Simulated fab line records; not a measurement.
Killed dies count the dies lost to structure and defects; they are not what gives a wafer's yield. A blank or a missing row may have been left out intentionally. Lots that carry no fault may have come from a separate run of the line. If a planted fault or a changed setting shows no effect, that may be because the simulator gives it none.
fab line records	flow n5_finfet
record lots=7	wafers=18	last_day=17
route steps=1938 shown BEOL_M8@1358 PASSIVATION@1936
lots with no fault: from the same line, run without faults
start_h: the number of hours between the record's first day and the start of the first shown wafer of the lot	wait_h: hours elapsed since this lot's preceding step	" identical to the entry in the row above	L1.1+2: a single row standing in for several wafers	- no value present, or no start provided	* or withheld: withheld	< > ~ a bound
route shown NAME@n: a module of which the file shows steps, and the number in the route of the first	usual: mean/standard deviation taken from wafers without a fault	same: alike in all rows	chamber/n: place in a boat	sites: readings site by site	_std_site: the values' standard deviation	_edge_site: inner sites' mean taken away from outer sites' mean	radius_mm: how far each site lies from the wafer's centre	mask NAME#n: copy n	behind: the most recent tool/chamber to have shaped the wafer	hold: cause of the lot's hold/its duration in hours/its outcome	device: the n, p or np transistor that did not switch	end of line: tests run on the same wafers once the route is complete	where a step has no rows: the recipe by itself	killed: at the first sort, the dies lost to defects and structure; wafer yield is something else	map: dies across one wafer; x = killed, . = not, _ = none there
set.NAME: the run value of the setting; set.NAME@STEP: its run value at that earlier step	model.NAME: the simulator's own value behind a step, which no gauge read
certain route steps with their lots: each step a table, each wafer a row
services: from which hour (start_h, from the record's first day; less than 0 if before it) a tool's chamber was out of use, for how many hours, and why
## steps
# step N5_BEOL_M8_COAT_71
# recipe resist=underlayer	temp_c=205	time_s=60	spin_rpm=1500	resist_thk_nm=5
# step N5_BEOL_M8_COAT_22
# recipe resist=CAR-EUV	spin_rpm=1500	resist_thk_nm=30
# step N5_BEOL_M8_EBR_24
# recipe solvent=PGMEA	ebr_width_mm=1.5
# step N5_BEOL_M8_SOFTBAKE_23
# recipe temp_c=110	time_s=60	resist=CAR-EUV
# step N5_BEOL_M8_EXPOSE_25
# recipe mask_id=V7	na=0.33	source_shape=annular	sigma_inner=0.4	sigma_outer=0.8	polarization=unpolarized	target_cd_nm=40	dose_mj=42.5
# step N5_BEOL_M8_PEB_26
# recipe peb_temp_c=100	peb_time_s=60	resist=CAR-EUV
# step N5_BEOL_M8_DEVELOP_27
# recipe develop_time_s=30	developer=TMAH	resist=CAR-EUV	rinse_liquid=surfactant_rinse	dry=air_spin	dev_temp_c=23
# step N5_BEOL_M8_CD_MEAS_28
# recipe target_cd_nm=40	landing_energy_ev=500	detector=se_inlens
# usual cd_nm=40.05/0.22
lot.wafer	tool	chamber	start_h	wait_h	cd_nm
L515.1	cd_sem-01	0	217.86	-	39.73
L515.3	"	0	"	"	39.73
L515.4	"	0	"	"	40.16
L517.1	cd_sem-03	0	217.90	-	40.28
L517.2	"	0	"	"	40.12
L517.4	"	0	"	"	39.92
L530.1	cd_sem-03	0	299.64	-	40.16
L530.5	"	0	"	"	40.20
L532.5	cd_sem-01	0	305.86	-	40.16
L532.6	"	0	"	"	39.82
L529.3	cd_sem-02	0	314.17	-	39.97
L529.5	"	0	"	"	39.88
L529.6	"	0	"	"	40.20
L534.4	cd_sem-03	0	333.00	-	40.00
L534.6	"	0	"	"	39.92
L537.2	cd_sem-02	0	351.00	-	39.63
L537.4	"	0	"	"	39.40
L537.6	"	0	"	"	39.95
# step N5_BEOL_M8_OVL_MEAS_29
# recipe points_per_wafer=522
# usual V7_OVL=0.0/0.63
lot.wafer	tool	chamber	start_h	wait_h	V7_OVL[nm]
L515.1	overlay-01	0	217.89	0.0	0.0
L515.3	"	0	"	"	0.4
L515.4	"	0	"	"	-0.3
L517.1	overlay-02	0	217.94	0.0	0.3
L517.2	"	0	"	"	1.2
L517.4	"	0	"	"	1.0
L530.1	overlay-02	0	299.67	0.0	-0.9
L530.5	"	0	"	"	-0.7
L532.5	overlay-01	0	305.91	0.0	0.2
L532.6	"	0	"	"	-0.1
L529.3	overlay-01	0	314.21	0.0	0.8
L529.5	"	0	"	"	1.5
L529.6	"	0	"	"	0.3
L534.4	overlay-02	0	333.05	0.0	0.7
L534.6	"	0	"	"	0.4
L537.2	overlay-01	0	351.03	0.0	-0.5
L537.4	"	0	"	"	0.5
L537.6	"	0	"	"	-0.4
# step N5_BEOL_M8_INSPECT_30
# recipe mode=adi	inspect_instrument=brightfield
# usual raw_defect_count=420/85
lot.wafer	tool	chamber	start_h	wait_h	raw_defect_count
L515.1	defect_inspect-02	-	217.95	0.1	418
L515.3	"	-	"	"	492
L515.4	"	-	"	"	470
L517.1	defect_inspect-01	-	217.99	0.1	414
L517.2	"	-	"	"	408
L517.4	"	-	"	"	338
L530.1	defect_inspect-02	-	299.74	0.1	355
L530.5	"	-	"	"	508
L532.5	defect_inspect-02	-	305.94	0.0	470
L532.6	"	-	"	"	487
L529.3	defect_inspect-02	-	314.26	0.0	421
L529.5	"	-	"	"	484
L529.6	"	-	"	"	346
L534.4	defect_inspect-01	-	333.09	0.0	653
L534.6	"	-	"	"	370
L537.2	defect_inspect-02	-	351.08	0.0	543
L537.4	"	-	"	"	630
L537.6	"	-	"	"	508
# step N5_BEOL_M8_DESCUM_33
# recipe chemistry=O2	time_s=7	source_power_w=50	bias_power_w=20	pressure_mtorr=20	rf_frequency_hz=2.712e+07	temp_c=40	resist=CAR-EUV	o2_flow_sccm=225
# usual drypump_motor_current_A=5.8/0.35	oes_product_au=0.83/0.09	rf_vpp_V=243.3/1.6	showerhead_plenum_p_Torr=2.11/0.083	throttle_valve_pct=20.28/0.14
lot.wafer	tool	chamber	start_h	wait_h	drypump_motor_current_A	oes_product_au	rf_hours_counter_h	rf_vpp_V	showerhead_plenum_p_Torr	throttle_valve_pct
L515.1	rie_diel-04	1	218.07	0.1	5.7	0.75	184	244.4	2.18	20.38
L515.3	"	3	"	"	5.5	0.80	74	240.9	2.02	20.14
L515.4	"	1	"	"	5.7	0.75	-	244.0	2.18	20.39
L517.1	rie_diel-02	0	218.11	0.1	5.9	0.87	64	242.8	2.11	20.27
L517.2	"	1	"	"	5.6	0.66	249	241.0	1.97	20.51
L517.4	"	3	"	"	6.3	0.70	212	242.9	2.15	20.10
L530.1	rie_diel-04	0	299.78	0.0	5.5	0.84	75	246.3	2.21	20.19
L530.5	"	0	"	"	5.5	0.84	-	244.8	2.21	20.17
L532.5	rie_diel-04	2	306.10	0.2	6.3	0.93	-	241.3	2.06	20.31
L532.6	"	3	"	"	5.6	0.78	-	242.7	2.00	20.17
L529.3	rie_diel-02	2	314.29	0.0	5.9	0.70	217	240.4	1.98	20.47
L529.5	"	2	"	"	5.9	0.70	-	240.8	1.98	20.47
L529.6	"	0	"	"	5.9	0.83	-	243.9	2.10	20.31
L534.4	rie_diel-04	0	333.13	0.0	5.6	0.82	87	245.9	2.20	20.22
L534.6	"	1	"	"	5.7	0.72	-	243.9	2.16	20.44
L537.2	rie_diel-02	2	351.15	0.1	5.9	0.69	233	239.7	1.97	20.49
L537.4	"	1	"	"	5.6	0.86	-	244.6	2.22	20.22
L537.6	"	2	"	"	5.9	0.69	-	241.9	1.97	20.49
# step N5_BEOL_M8_ETCH_72
# recipe chemistry=N2/H2	target=underlayer	target_depth_a=65	mask_material=CAR-EUV	time_s=5.2	ion_energy_ev=200	pressure_mtorr=30	source_w=840	bias_w=150	n2_flow_sccm=200	h2_flow_sccm=200	ends=cleared
# usual drypump_motor_current_A=5.8/0.35	etch_rf_on_time_s=5.13/0.096	n2_flow_sccm=200.0/0.64	oes_product_au=0.71/0.078	rf_vpp_V=524.5/3	showerhead_plenum_p_Torr=2.56/0.092	throttle_valve_pct=17.73/0.21
lot.wafer	tool	chamber	start_h	wait_h	drypump_motor_current_A	etch_rf_on_time_s	n2_flow_sccm	oes_product_au	rf_hours_counter_h	rf_vpp_V	showerhead_plenum_p_Torr	throttle_valve_pct
L515.1	rie_diel-04	1	218.11	0.0	5.7	5.19	200.4	0.64	184	525.4	2.63	17.83
L515.3	"	3	"	"	5.5	5.18	199.0	0.70	74	522.6	2.46	17.72
L515.4	"	1	"	"	5.7	5.18	200.5	0.62	-	527.6	2.64	17.86
L517.1	rie_diel-02	0	218.15	0.0	5.9	5.09	200.5	0.73	64	525.3	2.57	17.69
L517.2	"	1	"	"	5.6	5.11	200.6	0.59	249	520.5	2.39	17.87
L517.4	"	3	"	"	6.3	5.47	201.1	0.59	212	527.1	2.63	17.68
L530.1	rie_diel-04	0	299.81	0.0	5.6	5.10	200.2	0.71	75	527.6	2.67	17.47
L530.5	"	0	"	"	5.5	5.15	200.4	0.72	-	526.9	2.67	17.46
L532.5	rie_diel-04	2	306.13	0.0	6.3	5.10	199.6	0.79	-	522.1	2.49	17.62
L532.6	"	3	"	"	5.5	5.15	200.2	0.67	-	520.6	2.45	17.78
L529.3	rie_diel-02	2	314.33	0.0	5.9	5.18	200.2	0.61	217	521.3	2.43	18.12
L529.5	"	2	"	"	5.9	5.20	199.5	0.60	-	520.0	2.43	18.12
L529.6	"	0	"	"	5.9	5.00	200.9	0.71	-	523.4	2.55	17.77
L534.4	rie_diel-04	0	333.16	0.0	5.6	5.18	201.5	0.70	87	528.5	2.66	17.49
L534.6	"	1	"	"	5.7	5.22	199.5	0.62	-	524.9	2.61	17.94
L537.2	rie_diel-02	2	351.19	0.0	5.9	5.21	199.3	0.59	233	520.1	2.42	18.14
L537.4	"	1	"	"	5.6	5.03	199.7	0.75	-	529.5	2.69	17.49
L537.6	"	2	"	"	5.9	5.21	200.0	0.59	-	522.3	2.42	18.15
# step N5_BEOL_M8_ETCH_65
# recipe chemistry=CF4	target=SiARC	target_depth_a=156	mask_material=CAR-EUV	time_s=26	ion_energy_ev=80	pressure_mtorr=40	source_w=545	bias_w=36	Ar_flow_sccm=100	cf4_flow_sccm=100	ends=cleared
# usual drypump_motor_current_A=5.8/0.35	etch_rf_on_time_s=25.8/0.45	mfc_ar_sccm=100.0/0.31	oes_product_au=0.71/0.076	rf_vpp_V=184.3/1.1	showerhead_plenum_p_Torr=2.16/0.079	throttle_valve_pct=15.47/0.15
lot.wafer	tool	chamber	start_h	wait_h	drypump_motor_current_A	etch_rf_on_time_s	mfc_ar_sccm	oes_product_au	rf_hours_counter_h	rf_vpp_V	showerhead_plenum_p_Torr	throttle_valve_pct
L515.1	rie_diel-04	1	218.12	0.0	5.7	26.4	99.9	0.62	184	186.0	2.22	15.56
L515.3	"	3	"	"	5.5	25.8	100.0	0.70	74	182.5	2.08	15.42
L515.4	"	1	"	"	5.7	26.4	100.4	0.62	-	185.4	2.22	15.56
L517.1	rie_diel-02	0	218.16	0.0	5.9	25.7	99.7	0.74	64	184.6	2.17	15.44
L517.2	"	1	"	"	5.6	25.5	100.1	0.58	249	183.4	2.02	15.76
L517.4	"	3	"	"	6.3	27.1	100.1	0.60	212	186.6	2.20	15.45
L530.1	rie_diel-04	0	299.83	0.0	5.5	18.5	100.0	0.87	75	185.2	2.27	15.41
L530.5	"	0	"	"	5.5	25.5	100.1	0.72	-	185.3	2.27	15.40
L532.5	rie_diel-04	2	306.15	0.0	6.3	25.6	99.9	0.80	-	184.5	2.10	15.36
L532.6	"	3	"	"	5.6	18.4	99.8	0.82	-	182.9	2.07	15.50
L529.3	rie_diel-02	2	314.34	0.0	5.9	26.0	100.1	0.60	217	182.6	2.03	15.74
L529.5	"	2	"	"	5.9	25.8	99.6	0.61	-	181.2	2.03	15.74
L529.6	"	0	"	"	5.9	25.5	100.0	0.71	-	182.9	2.16	15.51
L534.4	rie_diel-04	0	333.18	0.0	5.5	25.6	99.9	0.70	87	186.0	2.26	15.42
L534.6	"	1	"	"	5.7	18.5	100.6	0.74	-	185.5	2.20	15.66
L537.2	rie_diel-02	2	351.20	0.0	5.9	26.0	99.7	0.59	233	183.9	2.03	15.76
L537.4	"	1	"	"	5.6	25.2	99.8	0.74	-	186.4	2.26	15.36
L537.6	"	2	"	"	5.9	26.1	99.9	0.59	-	184.3	2.03	15.77
# step N5_BEOL_M8_ETCH_66
# recipe chemistry=N2/H2	target=SOC	target_depth_a=800	overetch_a=160	mask_material=SiARC	temp_c=40	time_s=120	ion_energy_ev=200	pressure_mtorr=30	source_w=840	bias_w=150	n2_flow_sccm=200	h2_flow_sccm=200
# usual drypump_motor_current_A=5.8/0.35	n2_flow_sccm=200.0/0.61	oes_product_au=0.63/0.065	rf_vpp_V=524.4/2.8	showerhead_plenum_p_Torr=2.56/0.092	throttle_valve_pct=17.68/0.2
lot.wafer	tool	chamber	start_h	wait_h	drypump_motor_current_A	n2_flow_sccm	oes_product_au	rf_hours_counter_h	rf_vpp_V	showerhead_plenum_p_Torr	throttle_valve_pct
L515.1	rie_diel-04	1	218.15	0.0	5.7	201.1	0.57	184	526.3	2.63	17.82
L515.3	"	3	"	"	5.5	199.7	0.62	74	522.1	2.46	17.65
L515.4	"	1	"	"	5.7	200.8	0.57	-	525.9	2.63	17.82
L517.1	rie_diel-02	0	218.19	0.0	5.9	199.4	0.66	64	525.1	2.57	17.65
L517.2	"	1	"	"	5.6	198.9	0.52	250	520.4	2.39	17.81
L517.4	"	3	"	"	6.3	201.7	0.54	212	525.9	2.63	17.66
L530.1	rie_diel-04	0	299.85	0.0	5.5	199.8	0.64	75	527.2	2.67	17.42
L530.5	"	0	"	"	5.5	199.3	0.64	-	528.5	2.67	17.44
L532.5	rie_diel-04	2	306.21	0.0	6.3	199.9	0.71	-	522.3	2.49	17.56
L532.6	"	3	"	"	5.5	201.1	0.60	-	522.9	2.45	17.74
L529.3	rie_diel-02	2	314.37	0.0	5.9	199.4	0.54	217	518.9	2.43	18.08
L529.5	"	2	"	"	5.9	200.3	0.54	-	520.4	2.43	18.08
L529.6	"	0	"	"	6.0	201.0	0.62	-	524.4	2.55	17.72
L534.4	rie_diel-04	0	333.21	0.0	5.5	200.9	0.63	87	527.1	2.66	17.46
L534.6	"	1	"	"	5.7	200.6	0.55	-	526.3	2.61	17.90
L537.2	rie_diel-02	2	351.23	0.0	5.9	200.0	0.53	233	520.5	2.42	18.11
L537.4	"	1	"	"	5.6	199.8	0.66	-	528.6	2.69	17.46
L537.6	"	2	"	"	5.9	200.5	0.53	-	518.8	2.42	18.09
# step N5_PASSIVATION_PROBE_49
# usual defect_limited_yield=91.4/1.5	killed_at_M0_to_M3=32/9.8	killed_at_M4_up=15/5.6	killed_at_contacts=12/5.4	killed_at_front_end=40/13	killed_at_other=3.0/2.1	killed_dies=102/17	killed_open=67/13	killed_short=32/7.1	sort_bin_5_function=5.1/0.96	sort_bin_6_memory=3.2/0.7	sort_bin_8_speed=0.0/0.3	sort_n_pass=1078/18	sort_yield_pct=91.3/1.5
# same gross_dies=1180	killed_at_back_side=0	sort_bin_4_leakage[%]=0
lot.wafer	tool	chamber	start_h	wait_h	defect_limited_yield[%]	killed_at_M0_to_M3	killed_at_M4_up	killed_at_contacts	killed_at_front_end	killed_at_other	killed_dies	killed_open	killed_short	sort_bin_5_function[%]	sort_bin_6_memory[%]	sort_bin_8_speed[%]	sort_n_pass	sort_yield_pct[%]
L515.1	prober-02	-	289.45	0.0	90.7	36	26	8	39	1	110	70	38	5.6	3.4	0	1070	90.7
L515.3	prober-02	-	289.55	0.1	89.7	42	15	9	54	2	122	90	28	5.9	3.9	0	1058	89.7
L515.4	prober-02	-	289.60	0.2	89.3	50	10	18	47	1	126	78	45	6.4	3.6	0	1054	89.3
L517.1	prober-02	-	289.78	0.0	91.4	44	12	17	26	2	101	72	27	5.2	3.3	0	1079	91.4
L517.2	prober-02	-	289.83	0.1	89.8	52	13	6	48	1	120	87	33	6.1	3.6	0	1060	89.8
L517.4	prober-02	-	289.93	0.2	91.9	34	15	5	40	2	96	65	29	4.8	2.9	3.5	1043	88.4
L530.1	prober-02	-	369.80	0.0	90.4	38	9	22	42	2	113	74	38	5.3	4.2	0	1067	90.4
L530.5	prober-02	-	370.00	0.2	90.9	37	9	20	37	4	107	69	32	5.0	3.3	0	1073	90.9
L532.5	prober-01	-	370.45	0.2	90.6	28	12	10	54	7	111	72	23	5.0	3.5	0	1069	90.6
L532.6	prober-01	-	370.50	0.3	92.3	29	14	6	38	4	91	50	36	4.0	3.3	0	1089	92.3
L529.3	prober-02	-	384.48	0.1	88.9	48	14	16	47	6	131	91	38	6.4	4.4	0	1049	88.9
L529.5	prober-02	-	384.58	0.2	90.9	30	19	10	45	3	107	76	22	5.6	2.7	0	1073	90.9
L529.6	prober-02	-	384.63	0.3	90.0	40	26	16	35	1	118	84	33	6.3	3.7	0	1062	90.0
L534.4	prober-01	-	404.16	0.2	91.0	36	17	17	33	3	106	81	24	4.9	3.8	0	1074	91.0
L534.6	prober-01	-	404.26	0.3	90.7	43	14	12	37	4	110	68	39	5.5	3.3	0	1070	90.7
L537.2	prober-02	-	418.82	0.1	91.0	24	8	7	61	6	106	65	35	5.1	3.5	0	1074	91.0
L537.4	prober-02	-	418.92	0.2	89.5	37	20	8	55	4	124	91	31	5.5	4.5	0	1056	89.5
L537.6	prober-02	-	419.02	0.3	89.9	50	16	11	40	2	119	86	30	5.6	4.3	0	1061	89.9
# killed by level:class
L515.1 BEOL_M0_SAQP:geometric_particle:short=12 BEOL_M4:geometric_particle:open=8 BEOL_M5:geometric_particle:open=8 FIN_SAQP:geometric_particle:open=7 BEOL_M0_SAQP:geometric_particle:open=7 FIN_SAQP:geometric_particle:short=6 DUMMY_GATE:geometric_particle:open=6 STI_FIN_REVEAL:geometric_particle:open=5
L515.3 STI_FIN_REVEAL:geometric_particle:open=20 BEOL_M0_SAQP:geometric_particle:open=18 FIN_SAQP:geometric_particle:open=9 DUMMY_GATE:geometric_particle:open=9 FIN_SAQP:geometric_particle:short=7 BEOL_M3:geometric_particle:open=7 BEOL_M0_SAQP:geometric_particle:short=6 BEOL_M2:geometric_particle:open=6
L515.4 BEOL_M0_SAQP:geometric_particle:open=17 FIN_SAQP:geometric_particle:short=13 MOL_CONTACT_COAG:geometric_particle:open=13 BEOL_M2:geometric_particle:open=10 STI_FIN_REVEAL:geometric_particle:open=7 BEOL_M0_SAQP:geometric_particle:short=7 FIN_SAQP:geometric_particle:open=6 BEOL_M4:geometric_particle:open=5
L517.1 MOL_CONTACT_COAG:geometric_particle:open=15 BEOL_M3:geometric_particle:open=9 FIN_SAQP:geometric_particle:short=7 BEOL_M0_SAQP:geometric_particle:open=7 BEOL_M2:geometric_particle:open=6 BEOL_M0:geometric_particle:open=5 BEOL_M1:geometric_particle:open=5 BEOL_M2:geometric_particle:short=5
L517.2 FIN_SAQP:geometric_particle:open=15 BEOL_M0_SAQP:geometric_particle:open=15 FIN_SAQP:geometric_particle:short=11 STI_FIN_REVEAL:geometric_particle:open=9 BEOL_M0_SAQP:geometric_particle:short=9 BEOL_M3:geometric_particle:open=9 BEOL_M2:geometric_particle:open=8 MOL_CONTACT_COAG:geometric_particle:open=6
L517.4 BEOL_M3:geometric_particle:open=13 FIN_SAQP:geometric_particle:open=11 BEOL_M2:geometric_particle:open=6 BEOL_M4:geometric_particle:open=6 DUMMY_GATE:geometric_particle:open=5 BEOL_M2:geometric_particle:short=5 STARTING-WAFER:geometric_particle:open=5 GATE_CUT:geometric_particle:short=4
L530.1 MOL_CONTACT_COAG:geometric_particle:open=18 STI_FIN_REVEAL:geometric_particle:open=14 BEOL_M0_SAQP:geometric_particle:open=11 BEOL_M0_SAQP:geometric_particle:short=11 FIN_SAQP:geometric_particle:short=10 BEOL_M1:geometric_particle:open=6 FIN_SAQP:geometric_particle:open=5 STARTING-WAFER:geometric_particle:open=4
L530.5 MOL_CONTACT_COAG:geometric_particle:open=17 STI_FIN_REVEAL:geometric_particle:open=13 BEOL_M0_SAQP:geometric_particle:short=9 BEOL_M1:geometric_particle:open=8 BEOL_M2:geometric_particle:open=7 FIN_SAQP:geometric_particle:open=5 HKMG_FIN:area_etch=5 GATE_CUT:geometric_particle:short=4
L532.5 BEOL_M2:geometric_particle:open=11 STI_FIN_REVEAL:geometric_particle:open=10 MOL_CONTACT_COAG:geometric_particle:open=7 FIN_SAQP:geometric_particle:open=6 HKMG_FIN:area_etch=6 DUMMY_GATE:geometric_particle:open=5 GATE_CUT:geometric_particle:short=5 GATE_CUT:geometric_particle:open=5
L532.6 BEOL_M2:geometric_particle:open=9 BEOL_M3:geometric_particle:open=9 FIN_SAQP:geometric_particle:short=5 FIN_SAQP:geometric_particle:open=4 ILD0:geometric_particle:open=4 BEOL_M0_SAQP:geometric_particle:short=4 DUMMY_GATE:geometric_particle:open=3 ILD0:geometric_particle:short=3
L529.3 BEOL_M3:geometric_particle:open=15 MOL_CONTACT_COAG:geometric_particle:open=12 STI_FIN_REVEAL:geometric_particle:open=10 BEOL_M2:geometric_particle:open=9 BEOL_M4:geometric_particle:open=9 DUMMY_GATE:geometric_particle:open=8 FIN_SAQP:geometric_particle:short=6 BEOL_M0_SAQP:geometric_particle:short=6
L529.5 BEOL_M4:geometric_particle:open=14 STI_FIN_REVEAL:geometric_particle:open=13 BEOL_M3:geometric_particle:open=11 MOL_CONTACT_COAG:geometric_particle:open=10 DUMMY_GATE:geometric_particle:open=9 BEOL_M0_SAQP:geometric_particle:short=7 HKMG_FIN:area_etch=6 GATE_CUT:geometric_particle:short=4
L529.6 BEOL_M4:geometric_particle:open=19 MOL_CONTACT_COAG:geometric_particle:open=12 BEOL_M0_SAQP:geometric_particle:open=9 STI_FIN_REVEAL:geometric_particle:open=9 BEOL_M3:geometric_particle:open=8 BEOL_M0_SAQP:geometric_particle:short=7 BEOL_M1:geometric_particle:open=5 FIN_SAQP:geometric_particle:short=4
L534.4 BEOL_M0_SAQP:geometric_particle:open=16 MOL_CONTACT_COAG:geometric_particle:open=16 STI_FIN_REVEAL:geometric_particle:open=11 DUMMY_GATE:geometric_particle:open=6 BEOL_M4:geometric_particle:open=6 BEOL_M2:geometric_particle:open=5 BEOL_M0:geometric_particle:open=5 BEOL_M5:geometric_particle:open=4
L534.6 BEOL_M0_SAQP:geometric_particle:short=12 FIN_SAQP:geometric_particle:short=11 BEOL_M0_SAQP:geometric_particle:open=9 FIN_SAQP:geometric_particle:open=8 MOL_CONTACT_COAG:geometric_particle:open=8 BEOL_M3:geometric_particle:open=8 BEOL_M2:geometric_particle:open=7 BEOL_M4:geometric_particle:open=6
L537.2 STI_FIN_REVEAL:geometric_particle:open=19 GATE_CUT:geometric_particle:short=10 FIN_SAQP:geometric_particle:short=7 GATE_CUT:geometric_particle:open=7 BEOL_M0_SAQP:geometric_particle:open=6 BEOL_M1:geometric_particle:open=6 MOL_CONTACT_COAG:geometric_particle:open=5 STI_FIN_REVEAL:geometric_particle:short=4
L537.4 STI_FIN_REVEAL:geometric_particle:open=25 BEOL_M3:geometric_particle:open=12 FIN_SAQP:geometric_particle:open=8 MOL_CONTACT_COAG:geometric_particle:open=6 BEOL_M2:geometric_particle:open=6 BEOL_M4:geometric_particle:open=6 FIN_SAQP:geometric_particle:short=5 STI_FIN_REVEAL:geometric_particle:short=5
L537.6 STI_FIN_REVEAL:geometric_particle:open=18 BEOL_M0_SAQP:geometric_particle:short=14 BEOL_M4:geometric_particle:open=12 MOL_CONTACT_COAG:geometric_particle:open=11 BEOL_M0_SAQP:geometric_particle:open=10 BEOL_M2:geometric_particle:open=9 FIN_SAQP:geometric_particle:open=6 BEOL_M1:geometric_particle:open=6
## services
tool	chamber	start_h	hours	kind
rie_diel-04	2	216.41	-	clean
rie_diel-04	2	216.41	-	consumable_replace:focus_ring
rie_diel-04	2	216.41	23.9	scheduled_down
rie_diel-04	2	216.41	23.9	vent_cycle
rie_diel-02	1	219.16	-	clean
rie_diel-02	1	219.16	-	consumable_replace:focus_ring
rie_diel-02	1	219.16	-	consumable_replace:showerhead
rie_diel-02	1	219.16	21.4	scheduled_down
rie_diel-02	1	219.16	21.4	vent_cycle
rie_diel-04	3	238.86	7.2	repair
rie_diel-02	3	311.75	-	clean
rie_diel-02	3	311.75	-	consumable_replace:focus_ring
rie_diel-02	3	311.75	20.7	scheduled_down
rie_diel-02	3	311.75	20.7	vent_cycle
rie_diel-02	0	349.30	4.2	repair
## key
first_sign step=N5_BEOL_M8_ETCH_65	reading=etch_rf_on_time_s	direction=down	sigmas=16	usual=*	struck=*
effect none on later readings
met_at N5_BEOL_M8_ETCH_65
struck_wafers L530.1,L532.6,L534.6
onset_between 218.12 299.83
fault kind=process_parameter_drift	tool=rie_diel-04	chamber=-	onset_h=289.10	steps=N5_BEOL_M8_ETCH_65	channel=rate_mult	offset=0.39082	shape=step	end_h=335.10	scope=struck_wafers_only
